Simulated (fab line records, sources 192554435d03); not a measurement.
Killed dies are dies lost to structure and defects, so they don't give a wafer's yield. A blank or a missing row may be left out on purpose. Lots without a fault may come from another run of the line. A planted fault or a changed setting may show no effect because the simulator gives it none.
fab line records | flow n5_finfet
record lots=6 wafers=18 last_day=16
route steps=1938 shown HKMG_FIN@430 BEOL_M4@1111 PASSIVATION@1936
lots that met no fault: from a run of the same line without faults
start_h: hours from the record's first day to the start of the lot's first wafer shown | wait_h: hours since the lot's step before | " the same as in the row above | L1.1+2: a row that stands for several wafers | - no value, or no start given | * or withheld: withheld | < > ~ a bound
route shown NAME@n: a module of which the file shows steps, and the number in the route of the first | usual: mean/standard deviation of fault-free wafers | same: alike in all rows | chamber/n: place in a boat | sites: the reading at each site | _std_site: their standard deviation | _edge_site: outer sites' mean less inner sites' | radius_mm: how far each site lies from the wafer's centre | mask NAME#n: copy n | behind: the tool/chamber that last shaped the wafer | hold: why the lot was held/for how many hours/how that ended | device: the transistor (n, p or np) that didn't switch | end of line: the same wafers' tests at the end of the route | a step without rows: its recipe alone | killed: dies lost to structure and defects at the first sort, not the wafer's yield | map: a wafer's dies, x killed, . not, _ none there
set.NAME: the setting as run; set.NAME@STEP: as run at that earlier step | model.NAME: the simulator's own value behind a step, which no gauge read
lots at some steps of the route; a table a step, a row a wafer
services: from which hour (start_h, from the record's first day; less than 0 if before it) a tool's chamber was out of use, for how many hours, and why
## steps
# step N5_HKMG_FIN_CD_MEAS_12
# recipe target_cd_nm=92.8 landing_energy_ev=500 detector=se_inlens
# usual cd_nm=92.6/0.68
# columns lot.wafer tool chamber start_h wait_h cd_nm
L249.1 cd_sem-03 0 85.44 - 93.5
L249.4 " 0 " " 92.6
L249.6 " 0 " " 92.2
L254.1 cd_sem-03 0 119.77 - 93.2
L254.2 " 0 " " 92.9
L254.4 " 0 " " 92.8
L260.2 cd_sem-01 0 153.83 - 91.9
L260.4 " 0 " " 91.9
L260.5 " 0 " " 91.9
L261.1 cd_sem-03 0 159.93 - 93.0
L261.4 " 0 " " 91.4
L261.5 " 0 " " 92.0
L266.2 cd_sem-01 0 188.70 - 92.2
L266.3 " 0 " " 91.3
L266.4 " 0 " " 93.5
L268.1 cd_sem-01 0 202.04 - 93.1
L268.4 " 0 " " 92.3
L268.5 " 0 " " 93.0
# step N5_HKMG_FIN_OVL_MEAS_13
# recipe points_per_wafer=44
# usual NWFM_OVL=0.2/0.81
# columns lot.wafer tool chamber start_h wait_h NWFM_OVL[nm]
L249.1 overlay-01 0 85.47 0.0 1.4
L249.4 " 0 " " 1.1
L249.6 " 0 " " 0.6
L254.1 overlay-01 0 119.80 0.0 0.0
L254.2 " 0 " " 0.3
L254.4 " 0 " " -0.6
L260.2 overlay-02 0 153.86 0.0 0.9
L260.4 " 0 " " 1.3
L260.5 " 0 " " 0.4
L261.1 overlay-01 0 159.96 0.0 0.3
L261.4 " 0 " " 1.0
L261.5 " 0 " " 0.5
L266.2 overlay-02 0 188.73 0.0 1.0
L266.3 " 0 " " 0.3
L266.4 " 0 " " -0.3
L268.1 overlay-02 0 202.07 0.0 -0.9
L268.4 " 0 " " 0.2
L268.5 " 0 " " -1.3
# step N5_HKMG_FIN_INSPECT_14
# recipe mode=adi inspect_instrument=macro
# usual raw_defect_count=2.1/1.6
# columns lot.wafer tool chamber start_h wait_h raw_defect_count
L249.1 defect_inspect-01 - 85.50 0.0 4
L249.4 " - " " 0
L249.6 " - " " 1
L254.1 defect_inspect-02 - 119.83 0.0 0
L254.2 " - " " 2
L254.4 " - " " 1
L260.2 defect_inspect-01 - 153.88 0.0 0
L260.4 " - " " 1
L260.5 " - " " 0
L261.1 defect_inspect-02 - 159.98 0.0 1
L261.4 " - " " 2
L261.5 " - " " 9
L266.2 defect_inspect-01 - 188.75 0.0 1
L266.3 " - " " 2
L266.4 " - " " 2
L268.1 defect_inspect-02 - 202.09 0.0 1
L268.4 " - " " 2
L268.5 " - " " 1
# step N5_HKMG_FIN_DESCUM_17
# recipe chemistry=O2 time_s=7.9 source_power_w=50 bias_power_w=20 pressure_mtorr=20 rf_frequency_hz=2.712e+07 temp_c=40 resist=CAR-ArF o2_flow_sccm=225
# usual drypump_motor_current_A=5.5/0.5 oes_product_au=0.78/0.094 rf_vpp_V=243.0/1.3 showerhead_plenum_p_Torr=2.08/0.066 throttle_valve_pct=20.44/0.23
# columns lot.wafer tool chamber start_h wait_h drypump_motor_current_A oes_product_au rf_hours_counter_h rf_vpp_V showerhead_plenum_p_Torr throttle_valve_pct
L249.1 rie_diel-03 3 85.78 0.3 5.2 0.77 111 245.1 2.17 20.22
L249.4 " 1 " " 5.3 0.86 44 244.3 2.06 20.23
L249.6 " 0 " " 6.1 0.98 - 243.6 2.07 20.68
L254.1 rie_diel-04 0 120.25 0.4 4.9 0.70 234 242.4 2.04 20.52
L254.2 " 1 " " 6.0 0.75 173 243.1 2.17 20.79
L254.4 " 3 " " 6.2 0.71 240 241.1 2.07 20.51
L260.2 rie_diel-04 3 153.94 0.1 6.2 0.69 254 241.9 2.06 20.54
L260.4 " 3 " " 6.2 0.69 - 241.2 2.06 20.53
L260.5 " 0 " " 4.9 0.68 - 243.0 2.04 20.53
L261.1 rie_diel-02 2 160.02 0.0 5.1 0.87 52 241.6 2.05 20.32
L261.4 " 3 " " 5.3 0.93 21 245.0 2.23 20.31
L261.5 " 3 " " 5.3 0.94 - 245.7 2.23 20.27
L266.2 rie_diel-03 2 188.79 0.0 5.8 0.69 226 241.6 2.08 20.52
L266.3 " 3 " " 5.2 0.73 152 244.1 2.16 20.29
L266.4 " 2 " " 5.9 0.70 - 241.9 2.08 20.53
L268.1 rie_diel-03 1 202.12 0.0 5.3 0.80 85 242.7 2.05 20.29
L268.4 " 3 " " 5.2 0.73 158 244.6 2.16 20.30
L268.5 " 1 " " 5.3 0.80 - 242.4 2.05 20.30
# step N5_HKMG_FIN_ETCH_31
# recipe chemistry=CF4 target=SiARC target_depth_a=455 mask_material=CAR-ArF time_s=75.8 ion_energy_ev=80 pressure_mtorr=40 source_w=545 bias_w=36 Ar_flow_sccm=100 cf4_flow_sccm=100 ends=cleared
# usual bias_w=35.99/0.1 drypump_motor_current_A=5.5/0.49 etch_rf_on_time_s=76.1/1.4 oes_product_au=0.66/0.08 rf_vpp_V=183.9/1.2 showerhead_plenum_p_Torr=2.13/0.067 throttle_valve_pct=15.62/0.26
# columns lot.wafer tool chamber start_h wait_h bias_w drypump_motor_current_A etch_rf_on_time_s oes_product_au rf_hours_counter_h rf_vpp_V showerhead_plenum_p_Torr throttle_valve_pct
L249.1 rie_diel-03 3 85.81 0.0 35.92 5.2 75.8 0.66 111 185.2 2.25 15.67
L249.4 " 1 " " 35.89 5.3 76.0 0.74 44 183.1 2.10 15.27
L249.6 " 0 " " 35.98 6.1 74.1 0.85 - 184.2 2.10 15.67
L254.1 rie_diel-04 0 120.29 0.0 36.01 5.0 76.4 0.60 234 184.4 2.11 15.83
L254.2 " 1 " " 36.02 6.0 75.3 0.64 173 186.1 2.22 15.91
L254.4 " 3 " " 35.97 6.2 77.5 0.59 240 182.9 2.10 15.65
L260.2 rie_diel-04 3 153.98 0.0 35.96 6.2 77.1 0.59 254 185.2 2.09 15.68
L260.4 " 3 " " 36.00 6.2 77.0 0.59 - 183.8 2.09 15.67
L260.5 " 0 " " 36.02 5.0 76.4 0.59 - 183.3 2.10 15.86
L261.1 rie_diel-02 2 160.05 0.0 36.03 5.1 75.8 0.73 52 183.8 2.08 15.37
L261.4 " 3 " " 35.77 5.3 74.6 0.80 21 184.5 2.26 15.29
L261.5 " 3 " " 35.91 5.3 74.6 0.80 - 186.2 2.26 15.29
L266.2 rie_diel-03 2 188.82 0.0 35.90 5.9 76.2 0.59 226 185.7 2.10 15.68
L266.3 " 3 " " 36.12 5.1 76.6 0.63 152 185.9 2.24 15.75
L266.4 " 2 " " 35.93 5.9 76.5 0.60 - 184.1 2.10 15.66
L268.1 rie_diel-03 1 202.16 0.0 36.06 5.3 76.7 0.69 85 183.5 2.08 15.35
L268.4 " 3 " " 36.11 5.1 75.8 0.63 158 184.3 2.24 15.76
L268.5 " 1 " " 36.01 5.3 76.4 0.70 - 183.2 2.08 15.34
# step N5_HKMG_FIN_ETCH_32
# recipe chemistry=N2/H2 target=SOC target_depth_a=2400 temp_c=40 time_s=300 ion_energy_ev=200 mask_material=SiARC pressure_mtorr=30 source_w=840 bias_w=150 n2_flow_sccm=200 h2_flow_sccm=200
# step N5_HKMG_FIN_STRIP_33
# recipe chemistry=N2/H2 temp_c=40 n2_flow_sccm=200 h2_flow_sccm=200 rf_frequency_hz=6e+07
# step N5_HKMG_FIN_STRIP_34
# recipe chemistry=CF4 resist=SiARC power_w=300 bias_power_w=75 pressure_mtorr=50 cf4_flow_sccm=150 rf_frequency_hz=6e+07
# usual drypump_motor_current_A=5.5/0.49 oes_product_au=0.77/0.085 rf_vpp_V=271.0/1.5 showerhead_plenum_p_Torr=1.78/0.054 throttle_valve_pct=13.61/0.27
# columns lot.wafer tool chamber start_h wait_h drypump_motor_current_A oes_product_au rf_hours_counter_h rf_vpp_V showerhead_plenum_p_Torr throttle_valve_pct
L249.1 rie_diel-03 3 86.06 0.0 5.1 0.77 112 273.3 1.89 13.64
L249.4 " 1 " " 5.3 0.86 44 269.2 1.76 13.25
L249.6 " 0 " " 6.1 0.97 - 269.2 1.76 13.59
L254.1 rie_diel-04 0 120.53 0.0 5.0 0.69 234 272.3 1.77 13.87
L254.2 " 1 " " 6.0 0.73 173 273.4 1.85 13.86
L254.4 " 3 " " 6.2 0.69 240 270.5 1.76 13.65
L260.2 rie_diel-04 3 154.22 0.0 6.2 0.69 255 271.9 1.75 13.68
L260.4 " 3 " " 6.2 0.69 - 270.8 1.75 13.69
L260.5 " 0 " " 4.9 0.69 - 270.5 1.77 13.89
L261.1 rie_diel-02 2 160.30 0.0 5.1 0.84 52 270.8 1.74 13.35
L261.4 " 3 " " 5.3 0.91 22 272.0 1.88 13.21
L261.5 " 3 " " 5.3 0.91 - 272.9 1.88 13.21
L266.2 rie_diel-03 2 189.07 0.0 5.9 0.70 227 270.9 1.76 13.68
L266.3 " 3 " " 5.2 0.73 152 273.3 1.88 13.74
L266.4 " 2 " " 5.9 0.70 - 271.0 1.76 13.70
L268.1 rie_diel-03 1 202.41 0.0 5.3 0.80 85 268.7 1.75 13.34
L268.4 " 3 " " 5.1 0.73 158 273.1 1.88 13.77
L268.5 " 1 " " 5.3 0.81 - 269.9 1.75 13.35
# step N5_HKMG_FIN_ETCH_35
# recipe chemistry=N2/H2 target=SOC target_depth_a=2158 ion_energy_ev=65 bias_w=5 source_w=3000 time_s=243.4 pressure_mtorr=30 n2_flow_sccm=200 h2_flow_sccm=200
# usual bias_w=5.000/0.016 drypump_motor_current_A=5.5/0.49 oes_product_au=0.78/0.094 rf_vpp_V=141.5/0.93 showerhead_plenum_p_Torr=2.53/0.081 throttle_valve_pct=17.87/0.29
# columns lot.wafer tool chamber start_h wait_h bias_w drypump_motor_current_A oes_product_au rf_hours_counter_h rf_vpp_V showerhead_plenum_p_Torr throttle_valve_pct
L249.1 rie_diel-03 3 86.08 0.0 5.007 5.2 0.77 112 143.1 2.68 17.86
L249.4 " 1 " " 5.009 5.3 0.86 44 140.9 2.47 17.43
L249.6 " 0 " " 4.992 6.1 0.99 - 140.9 2.50 17.96
L254.1 rie_diel-04 0 120.55 0.0 4.991 4.9 0.70 234 141.1 2.54 18.31
L254.2 " 1 " " 4.998 6.0 0.75 173 142.6 2.63 18.18
L254.4 " 3 " " 5.019 6.1 0.68 240 142.2 2.51 17.86
L260.2 rie_diel-04 3 154.24 0.0 5.001 6.2 0.69 255 141.2 2.50 17.90
L260.4 " 3 " " 5.005 6.2 0.68 - 140.7 2.50 17.88
L260.5 " 0 " " 5.012 5.0 0.69 - 140.6 2.53 18.35
L261.1 rie_diel-02 2 160.32 0.0 4.966 5.1 0.85 52 142.6 2.49 17.77
L261.4 " 3 " " 4.993 5.3 0.94 22 143.6 2.69 17.47
L261.5 " 3 " " 4.992 5.3 0.95 - 142.5 2.69 17.48
L266.2 rie_diel-03 2 189.09 0.0 4.996 5.9 0.70 227 142.6 2.51 17.99
L266.3 " 3 " " 4.982 5.2 0.75 152 140.2 2.66 17.94
L266.4 " 2 " " 4.992 5.9 0.69 - 140.3 2.51 18.01
L268.1 rie_diel-03 1 202.43 0.0 5.029 5.3 0.80 85 141.5 2.46 17.48
L268.4 " 3 " " 4.988 5.2 0.73 158 142.6 2.66 17.94
L268.5 " 1 " " 5.004 5.3 0.81 - 141.5 2.46 17.49
# step N5_HKMG_FIN_STRIP_92
# recipe chemistry=N2/H2 material=SOC time_s=20 power_w=500 temp_c=40 pressure_mtorr=50 rf_frequency_hz=6e+07 bias_power_w=8 h2_frac=0.5 n2_flow_sccm=300 h2_flow_sccm=300
# step N5_HKMG_FIN_WET_ETCH_18
# recipe chemistry=SC1 target=TiN mix=1:1:5 temp_c=* time_s=55 target_depth_nm=5.2 dry=ipa_marangoni rinse_time_s=30 rinse_temp_c=23
# step N5_HKMG_FIN_STRIP_19
# recipe chemistry=N2/H2 power_w=2500 temp_c=300 h2_frac=0.65 time_s=360 pressure_mtorr=withheld n2_flow_sccm=1750 h2_flow_sccm=3250
# usual drypump_motor_current_A=5.6/0.37 heater_power_w=523/30
# columns lot.wafer tool chamber start_h wait_h drypump_motor_current_A heater_power_w rf_hours_counter_h
L249.1 plasma_asher-02 0 86.38 0.0 5.6 536 39
L249.4 " 1 " " 5.4 506 -
L249.6 " 1 " " 5.4 501 -
L254.1 plasma_asher-01 0 120.85 0.0 5.1 491 90
L254.2 " 1 " " 6.1 566 90
L254.4 " 0 " " 5.1 494 -
L260.2 plasma_asher-02 1 154.54 0.0 5.4 509 53
L260.4 " 1 " " 5.4 502 -
L260.5 " 0 " " 5.6 512 -
L261.1 plasma_asher-01 0 160.61 0.0 5.1 485 98
L261.4 " 0 " " 5.1 503 -
L261.5 " 0 " " 5.1 485 -
L266.2 plasma_asher-01 0 189.38 0.0 5.1 504 105
L266.3 " 0 " " 5.1 500 -
L266.4 " 1 " " 6.1 565 -
L268.1 plasma_asher-01 1 202.72 0.0 6.1 568 107
L268.4 " 1 " " 6.1 573 -
L268.5 " 0 " " 5.1 494 -
# step N5_HKMG_FIN_ALD_91
# recipe material=TiN target_thk_a=10 temp_c=400 ald_precursor_family=TiCl4 ald_co_reactant=NH3 pulse_time_s=1 purge_time_s=3 co_reactant_purge_time_s=2 co_reactant_pulse_time_s=2 ald_cycles=47 pressure_torr=3
# usual chamber_pressure_Torr=3.001/0.0064 co_reactant_pulse_time_s=2/0 heater_power_w=893/84 precursor_pulse_height_rel=1.000/0.021
# columns lot.wafer tool chamber start_h wait_h chamber_pressure_Torr co_reactant_pulse_time_s heater_power_w precursor_pulse_height_rel
L249.1 ald_metal-01 2 86.76 0.3 2.986 2 897 1.018
L249.4 " 0 " " 3.002 2 832 1.006
L249.6 " 1 " " 2.991 2 847 0.983
L254.1 ald_metal-03 2 121.23 0.3 2.999 2 1058 0.961
L254.2 " 0 " " 3.008 2 863 0.981
L254.4 " 3 " " 3.002 2 876 0.988
L260.2 ald_metal-01 1 154.92 0.3 3.001 2.595 828 1.006
L260.4 " 0 " " 3.008 2.595 836 1.019
L260.5 " 1 " " 3.002 2.595 846 0.946
L261.1 ald_metal-01 3 161.00 0.3 2.995 2.595 739 1.001
L261.4 " 2 " " 2.999 2.595 894 1.014
L261.5 " 3 " " 3.001 2.595 741 1.004
L266.2 ald_metal-02 0 189.76 0.3 3.006 2 923 1.001
L266.3 " 2 " " 2.999 2 924 1.001
L266.4 " 3 " " 2.993 2 893 0.965
L268.1 ald_metal-02 0 203.10 0.3 3.001 2 918 0.987
L268.4 " 1 " " 3.009 2 869 0.977
L268.5 " 1 " " 3.020 2 857 1.010
# step N5_HKMG_FIN_COAT_85
# recipe resist=SOC temp_c=250 time_s=60 spin_rpm=1500 resist_thk_nm=300
# step N5_BEOL_M4_RC_MEAS_101
# usual DIBL_N=35.8/1.5 DIBL_P=35.9/1.8 IOFF_N=0.152/0.025 IOFF_P=0.21/0.031 ION_N=672/11 ION_P=462/7.4 SS_N=71.5/0.52 SS_P=73.2/0.54 VT_N=250/3 VT_P=-250/3.3
# columns lot.wafer tool chamber start_h wait_h DIBL_N[mV/V] DIBL_P[mV/V] IOFF_N[nA/um] IOFF_P[nA/um] ION_N[uA/um] ION_P[uA/um] SS_N[mV/dec] SS_P[mV/dec] VT_N[mV] VT_P[mV]
L249.1 prober-02 0 178.78 0.0 39.1 38.8 0.194 0.27 677 465 71.8 73.5 247 -245
L249.4 " 0 " " 38.1 38.1 0.171 0.25 681 476 71.5 73.6 250 -246
L249.6 " 0 " " 40.1 39.1 0.219 0.28 693 476 72.9 74.2 244 -245
L254.1 prober-02 0 208.85 0.0 37.1 36.5 0.136 0.18 659 458 71.9 73.8 251 -255
L254.2 " 0 " " 35.2 33.9 0.110 0.14 656 447 70.9 72.4 257 -261
L254.4 " 0 " " 34.8 33.8 0.112 0.14 671 448 70.8 73.8 255 -258
L260.2 prober-02 0 244.38 0.2 37.2 36.9 0.162 0.23 677 467 71.7 73.2 249 -247
L260.4 " 0 " " 34.6 34.5 0.121 0.19 659 464 71.7 72.6 256 -253
L260.5 " 0 " " 33.3 31.8 0.104 0.16 655 456 70.8 72.7 255 -254
L261.1 prober-01 0 246.32 0.0 35.7 35.7 0.143 0.20 670 464 71.2 73.1 251 -251
L261.4 " 0 " " 33.6 33.1 0.115 0.17 660 452 71.3 72.5 253 -254
L261.5 " 0 " " 34.6 34.6 0.130 0.19 676 467 71.5 72.9 252 -253
L266.2 prober-02 0 285.99 0.2 34.3 35.6 0.129 0.20 669 464 71.0 73.1 256 -252
L266.3 " 0 " " 34.3 36.2 0.141 0.21 676 466 70.4 73.1 252 -253
L266.4 " 0 " " 36.2 38.6 0.161 0.24 677 468 71.2 73.8 250 -252
L268.1 prober-02 0 300.36 0.0 34.1 34.8 0.141 0.20 655 454 71.6 73.6 250 -249
L268.4 " 0 " " 35.3 36.5 0.157 0.22 672 467 71.7 73.4 248 -248
L268.5 " 0 " " 37.5 39.3 0.206 0.28 681 471 71.9 74.0 247 -246
# step N5_PASSIVATION_PROBE_49
# usual defect_limited_yield=91.7/1.7 killed_at_M0_to_M3=34/10 killed_at_M4_up=13/5.1 killed_at_contacts=12/6.2 killed_at_front_end=36/12 killed_at_other=3.2/2.6 killed_dies=98/20 killed_open=65/13 killed_short=32/8.4 sort_bin_5_function=4.8/1.1 sort_bin_6_memory=3.2/0.74 sort_n_pass=1082/20 sort_yield_pct=91.7/1.7
# same gross_dies=1180 killed_at_back_side=0 sort_bin_4_leakage[%]=0 sort_bin_8_speed[%]=0
# columns lot.wafer tool chamber start_h wait_h defect_limited_yield[%] killed_at_M0_to_M3 killed_at_M4_up killed_at_contacts killed_at_front_end killed_at_other killed_dies killed_open killed_short sort_bin_5_function[%] sort_bin_6_memory[%] sort_n_pass sort_yield_pct[%]
L249.1 prober-01 - 279.89 0.0 93.2 29 14 7 26 4 80 51 28 3.9 2.6 1100 93.2
L249.4 prober-01 - 280.04 0.2 94.1 25 7 12 25 1 70 43 23 3.4 2.3 1110 94.1
L249.6 prober-01 - 280.14 0.3 94.4 27 6 8 25 0 66 38 27 3.1 2.2 1114 94.4
L254.1 prober-02 - 319.29 0.0 92.5 37 12 9 27 4 89 49 39 4.8 2.4 1091 92.5
L254.2 prober-02 - 319.34 0.1 93.7 16 16 11 29 2 74 46 28 3.1 3.0 1106 93.7
L254.4 prober-02 - 319.44 0.2 91.9 36 14 12 30 4 96 74 22 4.7 3.4 1084 91.9
L260.2 prober-01 - 350.94 0.1 91.6 21 12 23 43 0 99 59 29 4.2 3.3 1081 91.6
L260.4 prober-01 - 351.04 0.2 93.7 34 9 1 25 5 74 49 24 3.5 2.8 1106 93.7
L260.5 prober-01 - 351.09 0.2 92.0 35 11 12 35 1 94 55 27 4.5 2.4 1086 92.0
L261.1 prober-02 - 353.79 0.0 90.0 36 11 17 50 4 118 75 43 5.7 4.1 1062 90.0
L261.4 prober-02 - 353.94 0.2 90.8 47 11 7 40 3 108 78 30 4.9 4.1 1072 90.8
L261.5 prober-02 - 353.99 0.2 90.6 45 13 12 39 2 111 79 32 6.9 2.5 1069 90.6
L266.2 prober-02 - 381.95 0.1 90.1 52 14 14 35 2 117 80 36 5.8 4.0 1063 90.1
L266.3 prober-02 - 382.00 0.1 92.7 40 13 7 23 3 86 57 29 3.4 3.2 1094 92.7
L266.4 prober-02 - 382.05 0.2 93.1 23 18 10 30 1 82 55 25 4.2 2.6 1098 93.1
L268.1 prober-02 - 395.40 0.0 93.2 43 12 5 20 0 80 54 26 3.7 2.8 1100 93.2
L268.4 prober-02 - 395.55 0.2 92.6 29 12 16 30 0 87 58 28 4.7 2.5 1093 92.6
L268.5 prober-02 - 395.60 0.2 89.7 32 24 20 41 4 121 77 43 6.4 3.6 1059 89.7
# killed by level:class
L249.1 BEOL_M1:geometric_particle:open=8 MOL_CONTACT_COAG:geometric_particle:open=7 BEOL_M2:geometric_particle:open=6 FIN_SAQP:geometric_particle:open=5 GATE_CUT:geometric_particle:short=5 BEOL_M1:geometric_particle:short=5 STARTING-WAFER:geometric_particle:short=4 STI_FIN_REVEAL:geometric_particle:open=3
L249.4 MOL_CONTACT_COAG:geometric_particle:open=9 DUMMY_GATE:geometric_particle:open=6 BEOL_M1:geometric_particle:short=5 BEOL_M2:geometric_particle:open=5 BEOL_M0_SAQP:geometric_particle:short=4 BEOL_M0_SAQP:geometric_particle:open=4 BEOL_M1:geometric_particle:open=4 STARTING-WAFER:geometric_particle:short=4
L249.6 BEOL_M2:geometric_particle:open=9 MOL_CONTACT_COAG:geometric_particle:open=6 BEOL_M3:geometric_particle:open=5 STARTING-WAFER:geometric_particle:short=4 GATE_CUT:geometric_particle:short=4 BEOL_M0_SAQP:geometric_particle:short=4 BEOL_M1:geometric_particle:short=4 FIN_SAQP:geometric_particle:short=3
L254.1 BEOL_M0_SAQP:geometric_particle:short=11 BEOL_M2:geometric_particle:open=8 BEOL_M4:geometric_particle:open=8 MOL_CONTACT_COAG:geometric_particle:open=7 ILD0:geometric_particle:short=6 BEOL_M0_SAQP:geometric_particle:open=6 FIN_SAQP:geometric_particle:short=4 STARTING-WAFER:geometric_particle:short=4
L254.2 MOL_CONTACT_COAG:geometric_particle:open=8 FIN_SAQP:geometric_particle:short=7 BEOL_M4:geometric_particle:open=7 STI_FIN_REVEAL:geometric_particle:open=6 BEOL_M0_SAQP:geometric_particle:short=6 BEOL_M1:geometric_particle:open=4 STI_FIN_REVEAL:geometric_particle:short=3 MOL_CONTACT_COAG:geometric_particle:short=3
L254.4 MOL_CONTACT_COAG:geometric_particle:open=12 BEOL_M3:geometric_particle:open=12 BEOL_M2:geometric_particle:open=8 GATE_CUT:geometric_particle:short=7 BEOL_M0_SAQP:geometric_particle:open=7 BEOL_M4:geometric_particle:open=7 BEOL_M1:geometric_particle:open=5 STI_FIN_REVEAL:geometric_particle:open=4
L260.2 MOL_CONTACT_COAG:geometric_particle:open=20 HKMG_FIN:area_etch=10 STI_FIN_REVEAL:geometric_particle:open=9 BEOL_M0_SAQP:geometric_particle:short=6 FIN_SAQP:geometric_particle:open=5 GATE_CUT:geometric_particle:short=5 BEOL_M2:geometric_particle:open=4 MOL_CONTACT_COAG:geometric_particle:short=3
L260.4 BEOL_M2:geometric_particle:open=10 STI_FIN_REVEAL:geometric_particle:open=8 BEOL_M1:geometric_particle:open=6 BEOL_M0_SAQP:geometric_particle:short=5 BEOL_M0_SAQP:geometric_particle:open=5 BEOL_M1:geometric_particle:short=4 BEOL_M4:geometric_particle:open=4 STARTING-WAFER:geometric_particle:open=4
L260.5 MOL_CONTACT_COAG:geometric_particle:open=12 HKMG_FIN:area_etch=11 BEOL_M0_SAQP:geometric_particle:open=7 BEOL_M3:geometric_particle:open=7 STARTING-WAFER:geometric_particle:short=6 BEOL_M2:geometric_particle:open=5 BEOL_M0:geometric_particle:open=4 BEOL_M0_SAQP:geometric_particle:short=4
L261.1 FIN_SAQP:geometric_particle:short=13 MOL_CONTACT_COAG:geometric_particle:open=13 BEOL_M0_SAQP:geometric_particle:open=11 FIN_SAQP:geometric_particle:open=10 STI_FIN_REVEAL:geometric_particle:open=10 BEOL_M0_SAQP:geometric_particle:short=10 DUMMY_GATE:geometric_particle:open=8 BEOL_M4:geometric_particle:open=7
L261.4 BEOL_M1:geometric_particle:open=13 FIN_SAQP:geometric_particle:open=11 BEOL_M0_SAQP:geometric_particle:short=9 BEOL_M2:geometric_particle:open=9 STI_FIN_REVEAL:geometric_particle:open=8 BEOL_M0_SAQP:geometric_particle:open=8 FIN_SAQP:geometric_particle:short=7 MOL_CONTACT_COAG:geometric_particle:open=6
L261.5 BEOL_M3:geometric_particle:open=13 MOL_CONTACT_COAG:geometric_particle:open=10 FIN_SAQP:geometric_particle:open=7 BEOL_M0_SAQP:geometric_particle:open=7 BEOL_M2:geometric_particle:open=7 BEOL_M0_SAQP:geometric_particle:short=6 STI_FIN_REVEAL:geometric_particle:open=5 BEOL_M1:geometric_particle:open=5
L266.2 BEOL_M0_SAQP:geometric_particle:open=19 BEOL_M0_SAQP:geometric_particle:short=12 MOL_CONTACT_COAG:geometric_particle:open=11 BEOL_M2:geometric_particle:open=11 FIN_SAQP:geometric_particle:open=7 STI_FIN_REVEAL:geometric_particle:open=6 FIN_SAQP:geometric_particle:short=5 BEOL_M1:geometric_particle:open=5
L266.3 BEOL_M2:geometric_particle:open=12 BEOL_M0_SAQP:geometric_particle:short=9 MOL_CONTACT_COAG:geometric_particle:open=7 BEOL_M0_SAQP:geometric_particle:open=6 BEOL_M4:geometric_particle:short=6 BEOL_M1:geometric_particle:open=5 STI_FIN_REVEAL:geometric_particle:open=4 GATE_CUT:geometric_particle:short=4
L266.4 MOL_CONTACT_COAG:geometric_particle:open=8 FIN_SAQP:geometric_particle:short=6 BEOL_M0_SAQP:geometric_particle:short=6 DUMMY_GATE:geometric_particle:open=5 STI_FIN_REVEAL:geometric_particle:open=5 BEOL_M2:geometric_particle:open=5 BEOL_M4:geometric_particle:open=5 FIN_SAQP:geometric_particle:open=4
L268.1 BEOL_M2:geometric_particle:open=10 BEOL_M0_SAQP:geometric_particle:short=8 BEOL_M0_SAQP:geometric_particle:open=7 BEOL_M1:geometric_particle:open=5 BEOL_M3:geometric_particle:open=5 ILD0:geometric_particle:open=4 BEOL_M4:geometric_particle:open=4 FIN_SAQP:geometric_particle:open=3
L268.4 MOL_CONTACT_COAG:geometric_particle:open=13 FIN_SAQP:geometric_particle:open=8 BEOL_M3:geometric_particle:open=7 FIN_SAQP:geometric_particle:short=6 BEOL_M2:geometric_particle:open=6 BEOL_M1:geometric_particle:open=4 BEOL_M3:geometric_particle:short=4 BEOL_M0_SAQP:geometric_particle:short=3
L268.5 MOL_CONTACT_COAG:geometric_particle:open=15 BEOL_M4:geometric_particle:open=11 FIN_SAQP:geometric_particle:short=10 BEOL_M0_SAQP:geometric_particle:open=9 FIN_SAQP:geometric_particle:open=7 BEOL_M0_SAQP:geometric_particle:short=7 STI_FIN_REVEAL:geometric_particle:open=6 DUMMY_GATE:geometric_particle:open=5
## services
# columns tool chamber start_h hours kind
rie_diel-03 0 63.04 1.6 repair
plasma_asher-02 - 63.86 1.7 repair
ald_metal-03 2 73.11 19.1 repair
plasma_asher-02 - 78.70 2.8 pm
plasma_asher-01 - 85.79 3.2 repair
rie_diel-02 3 87.23 - clean
rie_diel-02 3 87.23 - consumable_replace:focus_ring
rie_diel-02 3 87.23 - consumable_replace:showerhead
ald_metal-01 2 93.62 22.0 repair
rie_diel-03 1 129.58 13.2 repair
rie_diel-04 2 139.87 - clean
rie_diel-04 2 139.87 - consumable_replace:focus_ring
rie_diel-04 2 139.87 23.9 scheduled_down
rie_diel-04 2 139.87 23.9 vent_cycle
rie_diel-04 3 163.89 - clean
rie_diel-04 3 163.89 - consumable_replace:focus_ring
rie_diel-04 3 163.89 13.6 scheduled_down
rie_diel-04 3 163.89 13.6 vent_cycle
rie_diel-04 0 177.63 - clean
rie_diel-04 0 177.63 - consumable_replace:focus_ring
rie_diel-04 0 177.63 29.9 scheduled_down
rie_diel-04 0 177.63 29.9 vent_cycle
plasma_asher-01 - 178.73 7.2 repair
ald_metal-03 - 190.28 8.7 pm
## key
first_sign step=N5_HKMG_FIN_ALD_91 reading=co_reactant_pulse_time_s direction=up sigmas=99+ usual=* struck=*
effect none on later readings
met_at N5_HKMG_FIN_ALD_91
struck_wafers L260.2,L260.4,L260.5,L261.1,L261.4,L261.5
baseline_loss step=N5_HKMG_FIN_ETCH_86 wafers=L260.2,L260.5
onset_between 86.76 154.92
fault kind=process_parameter_drift tool=ald_metal-01 chamber=- onset_h=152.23 steps=N5_HKMG_FIN_ALD_91 channel=co_reactant_pulse_time_s offset=* shape=step acts_in=* stated=*
# baseline_loss: these wafers lose ten dies or more at that step, a loss of the line's own and not of a fault; the sort's usual values leave them out
